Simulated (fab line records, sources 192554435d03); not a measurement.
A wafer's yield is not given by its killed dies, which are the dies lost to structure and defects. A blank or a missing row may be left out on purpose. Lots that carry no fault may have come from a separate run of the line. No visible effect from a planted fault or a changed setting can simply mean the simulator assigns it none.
Split-lot experiment	flow n5Finfet	on a route of 1938 steps: 7 lots, 21 wafers read

== SPLIT DETAILS ==
At N5_BEOL_M0_CUTY_EXPOSE_54 (exposes mask M0 ABLK), the setting doseMj was moved away from the recipe's 36 on 6 of the 21 wafers read, by -7.3% to +7.2%. All remaining wafers had this setting at the recipe value.

== FROM THE SPLIT TO THE READING: what the file shows between them, 2 steps ==
- N5_BEOL_M0_CUTY_PEB_55: peb time 60 s
- N5_BEOL_M0_CUTY_DEVELOP_56: develop time 30 s

== THE READING ==
cdNm, in nm, at N5_BEOL_M0_CUTY_CD_MEAS_57 (target cd 200 nm). Fault-free wafers of this fab line usually give 199.7 nm, standard deviation 0.71 nm.

wafer	tool, chamber at the split	doseMj as run	against the recipe	cdNm, nm	against lot-mates on the recipe
L081.1	arfiScanner-03, 0	37.11	+3.1%	197.2	-1.3
L081.2	arfiScanner-03, 0	36	recipe	199.0	-
L081.6	arfiScanner-03, 0	36	recipe	198.0	-
L083.1	arfiScanner-01, 0	33.37	-7.3%	204.9	+4.4
L083.2	arfiScanner-01, 0	33.37	-7.3%	205.7	+5.2
L083.4	arfiScanner-01, 0	36	recipe	200.5	-
L088.1	arfiScanner-02, 0	36	recipe	199.5	-
L088.5	arfiScanner-02, 0	36	recipe	198.6	-
L088.6	arfiScanner-02, 0	36	recipe	199.7	-
L090.2	arfiScanner-02, 0	36	recipe	199.2	-
L090.3	arfiScanner-02, 0	38.58	+7.2%	193.3	-5.6
L090.4	arfiScanner-02, 0	36	recipe	198.6	-
L091.2	arfiScanner-01, 0	36	recipe	199.6	-
L091.3	arfiScanner-01, 0	36	recipe	198.9	-
L091.5	arfiScanner-01, 0	36	recipe	199.6	-
L092.3	arfiScanner-01, 0	36	recipe	199.4	-
L092.4	arfiScanner-01, 0	36	recipe	199.4	-
L092.6	arfiScanner-01, 0	36	recipe	200.9	-
L093.2	arfiScanner-01, 0	37.59	+4.4%	196.2	-2.6
L093.3	arfiScanner-01, 0	37.59	+4.4%	196.1	-2.7
L093.4	arfiScanner-01, 0	36	recipe	198.8	-

FIT RESULTS
A straight line over all 21 wafers: cdNm changes by -0.8 nm for each +1% of doseMj; r = -0.97; the points scatter about the line by 0.66 nm.
The same after taking each lot's own level away (the mean of its wafers on the recipe; 21 wafers): -0.667 nm for each +1%; r = -0.97; scatter 0.51 nm.
According to that fit, moving doseMj by its largest amount changes the reading by 4.9 nm.
The lots' own levels span 198.50 to 200.50 nm, that is 2.8 times the standard deviation above.
Thus the slope moves with the lot-to-lot level: the two fits are different.
Check: +5.12 nm against its lot-mates is what the line predicts for one of the wafers moved furthest among these (-7.3%) when that wafer is left out of the fit. It came out at +4.4 nm against them.

== OTHER SPLITS ON THESE WAFERS ==
Other splits were also applied to these wafers ahead of the reading. Each is held against what the fit with the lots' levels taken away leaves over:
other split on the same wafers	wafers away from the commonest value	r with cdNm (lot level and that fit taken away)
N5_GATE_CUT_ETCH_58 timeS	10	+0.06
N5_MOL_CONTACT_COAG_VIA_ETCH_46 biasW	7	+0.22
N5_MOL_CONTACT_COAG_COAT_62 spinRpm	6	-0.08
N5_BEOL_M0_SAQP_PECVD_96 timeS	7	+0.14
N5_BEOL_M0_SAQP_EXPOSE_11 doseMj	11	+0.04

== THE FILE'S OWN FIT ==
cdNm changes by -0.675 nm for each +1% of doseMj, r = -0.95.
